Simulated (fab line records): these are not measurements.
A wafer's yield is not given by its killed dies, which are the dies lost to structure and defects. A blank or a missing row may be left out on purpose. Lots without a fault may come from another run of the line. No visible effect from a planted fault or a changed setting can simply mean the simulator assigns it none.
Struck lot and sound lot, side by side | flow nandHarc | 17 steps out of a route of 1302
Sound: the wafers L299.3, L299.5, L299.6. Struck: wafers L305.2, L305.3 (left out: L305.1, a lot-mate that was not struck); the cause follows at the end.
Per side, at each step with rows, come the tool, then ch with its chambers, and then its first start. Under that, the readings that differ: sound wafers | struck wafers | difference of the means | sigmas: that difference in standard deviations of wafers without a fault.
alike: words and numbers the same on both sides, and readings whose means are apart by under 2 such deviations; not compared: readings that were withheld, readings missing a value for some wafer, numbers with overlapping values and no deviation given by the record, and bounds like >300 which may hide the same value.
A row with sigmas, a row that says differs or no value, or rows on one side alone: a step with any of these is where the two part. Numbers that don't overlap but have no deviation are shown without sigmas and don't part them. Lack of a reading on every wafer of one side parts them only where that side has two or more wafers.

NHARC_A_M1_INSPECT_11:
  struck on defectInspect-02, day 25 19:37; sound on defectInspect-02, day 22 21:32
  alike: rawDefectCount
then, 1 step without rows for these wafers: NHARC_A_M1_DESCUM_14 (chemistry O2, time 3 s).
NHARC_A_M1_ETCH_35: etches the open film in N2/H2, target depth 40 nm, overetch 12 nm, time 43.94 s.
  sound on rieDiel-02 ch 0,2,3, day 22 21:41; struck on rieDiel-06 ch 1,2, day 25 19:46
  alike: drypumpMotorCurrentA, oesProductAu, rfVppV, showerheadPlenumPTorr, throttleValvePct
  not compared: rfHoursCounterH
then, 1 step without rows for these wafers: NHARC_A_M1_ETCH_15 (etches the open film in C4F8/Ar, target depth 182.5 nm, time 91.2 s).
NHARC_A_M1_CD_MEAS_16:
  struck on cdSem-03, day 25 19:59; sound on cdSem-01, day 22 21:55
  alike: cdNm
NHARC_A_M1_STRIP_18: strips in N2/H2.
  sound on rieDiel-06 ch 1,2,3, day 22 22:02; struck on rieDiel-04 ch 0,3, day 25 20:04
reading    | sound          | struck    | difference | sigmas
rfVppV (V) | 88.1 91.1 89.9 | 91.7 92.1 | +2.2       | +3
  alike: drypumpMotorCurrentA, oesProductAu, powerW, showerheadPlenumPTorr, throttleValvePct
  not compared: rfHoursCounterH
NHARC_A_M1_ETCH_28: etches the open film in CF4/N2, target depth 30 nm, time 72.99 s.
  sound: rieDiel-06 ch 0,2,3; struck: rieDiel-04 ch 0,2
reading                  | sound             | struck      | difference | sigmas
drypumpMotorCurrentA (A) | 6.6 5.9 6.1       | 5.0 5.4     | -1.0       | -2
rfVppV (V)               | 313.4 311.1 312.0 | 315.8 316.5 | +4.0       | +2
  alike: oesProductAu, showerheadPlenumPTorr, throttleValvePct
  not compared: rfHoursCounterH
then, 4 steps without rows for these wafers: NHARC_A_M1_STRIP_19 (strips in post etch residue remover, time 600 s); NHARC_A_M1_DEGAS_29 (time 60 s); NHARC_A_M1_PRE_CLEAN_30 (time 30 s); NHARC_A_M1_PVD_20 (deposits TaN, target thk 5 nm, time 8.06 s).
NHARC_A_M1_PVD_21: deposits Cu, target thk 30 nm, time 20.49 s.
  sound on pvdSputter-03; struck on pvdSputter-03
  alike: throttleValvePct
NHARC_A_M1_ECD_22: material Cu, target thk 400 nm.
  sound on ecdCu-02 ch 0,1, day 22 23:05; struck on ecdCu-01 ch 0,1, day 25 21:04
NHARC_A_M1_ANNEAL_31: time 90 s.
  sound on rtpAnneal-01 ch 0, day 22 23:34; struck on rtpAnneal-02 ch 0, day 25 21:26
  alike: wafer_temp_C_max
NHARC_A_M1_CMP_23: polishes, t overpolish 20 s, target thk 154.34 nm.
  sound on cmp-03 ch 1,2, day 23 00:02; struck on cmp-03 ch 1,2, day 25 21:49
reading             | sound          | struck    | difference | sigmas
timeToEndpointS (s) | 27.0 25.5 30.2 | 37.1 43.1 | +12.5      | +5
  alike: motorCurrentA
NHARC_A_M1_THK_MEAS_24: measures by xrf.
  struck on filmMetro-02, day 25 22:06; sound on filmMetro-01, day 23 00:19
  alike: thkNm
NHARC_END_SORT_01:
  sound on prober-02 ch 0, day 24 08:59; struck on prober-02 ch 0, day 27 07:28
reading            | sound       | struck  | difference | sigmas
killedAtArray      | 30 37 35    | 78 66   | +38        | +2
sort_bin_2_pct (%) | 1.9 1.8 1.9 | 4.3 5.2 | +2.9       | +2
  alike: defectLimitedYield, killedAtOther, killedAtPeriphery, killedDies, killedOpen, killedShort, sort_bin_3_pct, sort_bin_4_pct, sortNPass, sortRimYieldPct, sortYieldPct

== WHERE THEY PART ==
At NHARC_A_M1_STRIP_18 first; at NHARC_END_SORT_01 last (within this record only).

WHY: whatever the simulator had introduced
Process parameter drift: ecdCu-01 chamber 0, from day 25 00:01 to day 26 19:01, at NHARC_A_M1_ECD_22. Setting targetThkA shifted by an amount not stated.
